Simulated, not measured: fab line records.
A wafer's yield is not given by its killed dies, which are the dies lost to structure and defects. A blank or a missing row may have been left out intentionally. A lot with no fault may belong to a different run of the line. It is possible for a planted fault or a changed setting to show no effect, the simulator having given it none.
Split-lot trial -- flow n5Finfet -- on a route of 1938 steps: 7 lots, 39 wafers read

## THE SPLIT ITSELF
At N5_SDB_HM_DEP_00 (deposits SiNx from SiH4/NH3/N2, target thk 40 nm, time 35.3 s), the setting targetThkA was moved away from the recipe's 400 angstrom on 15 of the 39 wafers read, by -55.4% to +40.2%. For the rest of the wafers, this setting stayed at what the recipe calls for.

## FROM THE SPLIT TO THE READING: what the file shows between them, 4 steps
- N5_SDB_COAT_03: time 60 s, resist thk 100 nm
- N5_SDB_COAT_04: time 60 s, resist thk 18 nm
- N5_SDB_STRIP_19: strips in N2/H2
- N5_SDB_STRIP_21: strips in CF4

## THE READING
etch.depthNm (the simulator's own value, which no gauge read), in nm, at N5_SDB_HM_OPEN_20 (chemistry CH3F/O2, target SiNx, stops on poly-Si, target depth 24 nm). No usual value for it is given in the file. The 24 wafers here that ran the recipe average 24.072 nm, standard deviation 0.62 nm.

wafer,"tool, chamber at the split","targetThkA as run, angstrom",against the recipe,"etch.depthNm, nm",against lot-mates on the recipe
L077.1,"pecvd-04, 1",560.7,+40.2%,34.23,+11.043
L077.2,"pecvd-04, 0",400,recipe,22.37,-
L077.3,"pecvd-04, 2",400,recipe,23.4,-
L077.4,"pecvd-04, 2",560.7,+40.2%,32.51,+9.323
L077.5,"pecvd-04, 1",400,recipe,23.79,-
L077.6,"pecvd-04, 0",560.7,+40.2%,34.29,+11.103
L080.1,"pecvd-03, 1",324.9,-18.8%,16.11,-8.043
L080.2,"pecvd-03, 0",400,recipe,23.74,-
L080.3,"pecvd-03, 2",324.9,-18.8%,15.63,-8.523
L080.4,"pecvd-03, 1",400,recipe,24.5,-
L080.5,"pecvd-03, 2",400,recipe,24.22,-
L080.6,"pecvd-03, 0",324.9,-18.8%,16.45,-7.703
L081.1,"pecvd-01, 0",178.6,-55.4%,2.348,-22.339
L081.2,"pecvd-01, 2",400,recipe,24.38,-
L081.3,"pecvd-01, 2,0",400,recipe,24.81,-
L081.4,"pecvd-01, 0",178.6,-55.4%,2.966,-21.721
L081.5,"pecvd-01, 2",178.6,-55.4%,2.579,-22.108
L081.6,"pecvd-01, 2,0",400,recipe,24.87,-
L084.1,"pecvd-01, 0",400,recipe,23.86,-
L084.2,"pecvd-01, 0",232.7,-41.8%,7.989,-16.121
L084.3,"pecvd-01, 0",400,recipe,24.21,-
L084.4,"pecvd-01, 0",400,recipe,24.26,-
L084.5,"pecvd-01, 0",232.7,-41.8%,7.857,-16.253
L084.6,"pecvd-01, 0",232.7,-41.8%,7.748,-16.362
L087.1,"pecvd-03, 1",400,recipe,23.33,-
L087.2,"pecvd-03, 2",400,recipe,22.97,-
L087.3,"pecvd-03, 1",400,recipe,24.26,-
L091.1,"pecvd-01, 2",400,recipe,24.45,-
L091.2,"pecvd-01, 0",400,recipe,24.53,-
L091.3,"pecvd-01, 1",400,recipe,23.97,-
L091.4,"pecvd-01, 2,1,0",400,recipe,24.75,-
L091.5,"pecvd-01, 2,1,0",400,recipe,24.77,-
L091.6,"pecvd-01, 2,1,0",400,recipe,24.85,-
L093.1,"pecvd-01, 2",400,recipe,23.86,-
L093.2,"pecvd-01, 0",324.4,-18.9%,16.81,-7.003
L093.3,"pecvd-01, 1",400,recipe,23.43,-
L093.4,"pecvd-01, 2,0",324.4,-18.9%,17.03,-6.783
L093.5,"pecvd-01, 2,0",324.4,-18.9%,17.04,-6.773
L093.6,"pecvd-01, 1",400,recipe,24.15,-
If several chambers appear in one row, that row covers several wafers at once and the file leaves open which wafer was in which chamber.

THE FIT
A straight line over all 39 wafers: etch.depthNm changes by +0.344 nm for each +1% of targetThkA; r = +0.98; the points scatter about the line by 1.4 nm.
The same after taking each lot's own level away (the mean of its wafers on the recipe; 39 wafers): +0.355 nm for each +1%; r = +0.99; scatter 1.3 nm.
According to that fit, moving targetThkA by its largest amount changes the reading by 20 nm.
Measured against the standard deviation above, the lots' own levels, which go from 23.1867 to 24.6867 nm, span 2.4 times it.
The two slopes are in agreement: the lot-to-lot level therefore moves the slope only a little.
Check: -20 nm against its lot-mates is what the line predicts for one of the wafers moved furthest among these (-55.4%) when that wafer is left out of the fit. Against them it came out at -22.3 nm.

## OTHER SPLITS APPLIED TO THESE WAFERS
These wafers also went through other splits before the reading. Each is held against what the fit with the lots' levels taken away leaves over:
other split on the same wafers,wafers away from the commonest value,r with etch.depthNm (lot level and that fit taken away)
N5_DUMMY_GATE_CVD_03 targetThkA,30,+0.15

## THE WHOLE CHAIN: every reading that the file lists as answering this split, in the file's order
step,what it does,reading,change (the file's fit),r (the file's)
N5_SDB_HM_DEP_00,"deposits SiNx from SiH4/NH3/N2, target thk 40 nm, time 35.3 s","SiNx_of_SDB_HM_DEP_00.thkNm (the simulator's own value, which no gauge read)",+0.399 nm for each +1% of the setting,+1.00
N5_SDB_HM_OPEN_20,"chemistry CH3F/O2, target SiNx, stops on poly-Si, target depth 24 nm","etch.depthNm (the simulator's own value, which no gauge read)",+0.365 nm for each +1% of the setting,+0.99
N5_SDB_CUT_ETCH_26,"etches Si in HBr/Cl2/O2, target depth 129.6 nm, bt time 20 s, time 51.8 s","SiNx_of_SDB_HM_DEP_00.thkNm (the simulator's own value, which no gauge read)","not straight: 0.4667 at the lowest setting, 21.88 at the recipe, 37.47 at the highest",not given

## THE FILE'S OWN FIT
etch.depthNm changes by +0.365 nm for each +1% of targetThkA, r = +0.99.
